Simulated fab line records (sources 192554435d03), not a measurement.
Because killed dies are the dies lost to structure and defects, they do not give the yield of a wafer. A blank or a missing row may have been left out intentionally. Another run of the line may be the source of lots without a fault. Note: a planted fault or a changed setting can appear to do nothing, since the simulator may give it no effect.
Comparing a struck lot with a sound one    flow n5 finfet    13 out of 1938 route steps
Sound: wafers L534.1, L534.3, L534.6. Struck: wafers L528.1, L528.2, L528.4. The cause comes at the end.
Each step with rows lists, per side, the tool, then ch with its chambers, then its first start. Under that, the readings that differ: sound wafers    struck wafers    difference of the means    sigmas: that difference in standard deviations of wafers without a fault.
alike: a reading whose means differ by less than 2 such deviations, as well as words and numbers matching on both sides. not compared: withheld readings; readings where some wafer has no value; bounds like >300 that might hide an equal value; numbers whose values overlap and for which the record gives no deviation.
A row with sigmas, a row that says differs or no value, or rows on one side alone: a step with any of these is where the two part. Non-overlapping numbers with no deviation appear without sigmas and do not part them. Lack of a reading on every wafer of one side parts them only where that side has two or more wafers.

first, 9 steps without rows for these wafers: N5_MOL_CONTACT_COAG_DESCUM_13 (chemistry O2, time 7 s); N5_MOL_CONTACT_COAG_ETCH_59 (etches underlayer in N2/H2, target depth 13 nm, time 10.4 s); N5_MOL_CONTACT_COAG_ETCH_105 (etches SiARC in CF4, target depth 15.6 nm, time 26 s); N5_MOL_CONTACT_COAG_ETCH_106 (etches SOC in N2/H2, target depth 80 nm, overetch 16 nm, time 120 s); N5_MOL_CONTACT_COAG_STRIP_107 (strips in N2/H2); N5_MOL_CONTACT_COAG_STRIP_108 (strips in N2/H2); N5_MOL_CONTACT_COAG_CONTACT_ETCH_14 (etches SiO2 in C4F6/O2, target depth 27.5 nm, overetch 8.5 nm, time 20 s); N5_MOL_CONTACT_COAG_STRIP_109 (strips in C4F6/O2); N5_MOL_CONTACT_COAG_ETCH_15 (etches SiNx in CH3F/O2, stops on Si:P, target depth 7 nm).
N5_MOL_CONTACT_COAG_ETCH_110: etches Si in CF4/O2, target depth 2.5 nm, time 8 s.
  sound on rie diel-06 ch 0,2, day 9 03:09; struck on rie diel-01 ch 2,3, day 7 17:01
reading                   sound              struck             difference  sigmas
oes_f_703_au (a.u.)       0.75 0.81 0.81     0.97 1.03 1.03     +0.22       +3
rf fwd power W (W)        197.3 198.1 198.0  245.8 245.8 245.8  +48.0       +57
rf vpp V (V)              123.3 130.2 129.2  110.2 113.4 112.5  -15.5       -7
model.etch.depth nm (nm)  2.449 2.485 2.47   3.043 2.978 2.966  +0.528      
  alike: cf4 flow sccm, drypump motor current A, oes_o_777_au, oes product au, showerhead plenum p Torr, throttle valve pct
  not compared: rf hours counter h
then, 1 step without rows for these wafers: N5_MOL_CONTACT_COAG_STRIP_98 (strips in N2/H2).
-- a jump in the record: the struck wafers' starts before and after are 4 days apart (it breaks off in module MOL_CONTACT_COAG and resumes in module BEOL_M4, where the first step shown is number 1111 of the route) --
N5_BEOL_M4_RC_MEAS_101:
  sound on prober-02 ch 0, day 12 10:08; struck on prober-01 ch 0, day 11 17:09
reading        sound        struck       difference  sigmas
ION_N (uA/um)  664 654 681  684 697 694  +25         +2
VT_N (mV)      253 255 250  246 245 246  -7          -2
  alike: DIBL_N, DIBL_P, IOFF_N, IOFF_P, ION_P, SS_N, SS_P, VT_P
N5_PASSIVATION_PROBE_49:
  sound wafers here have rows in the record (prober-02, day 17 11:29); struck ones have none

WHERE THEY PART
At N5_MOL_CONTACT_COAG_ETCH_110 first; at N5_PASSIVATION_PROBE_49 last (within this record only).

WHY: what had been put in by the simulator
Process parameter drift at N5_MOL_CONTACT_COAG_ETCH_110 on rie diel-01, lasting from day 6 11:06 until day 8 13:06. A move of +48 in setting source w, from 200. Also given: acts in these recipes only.
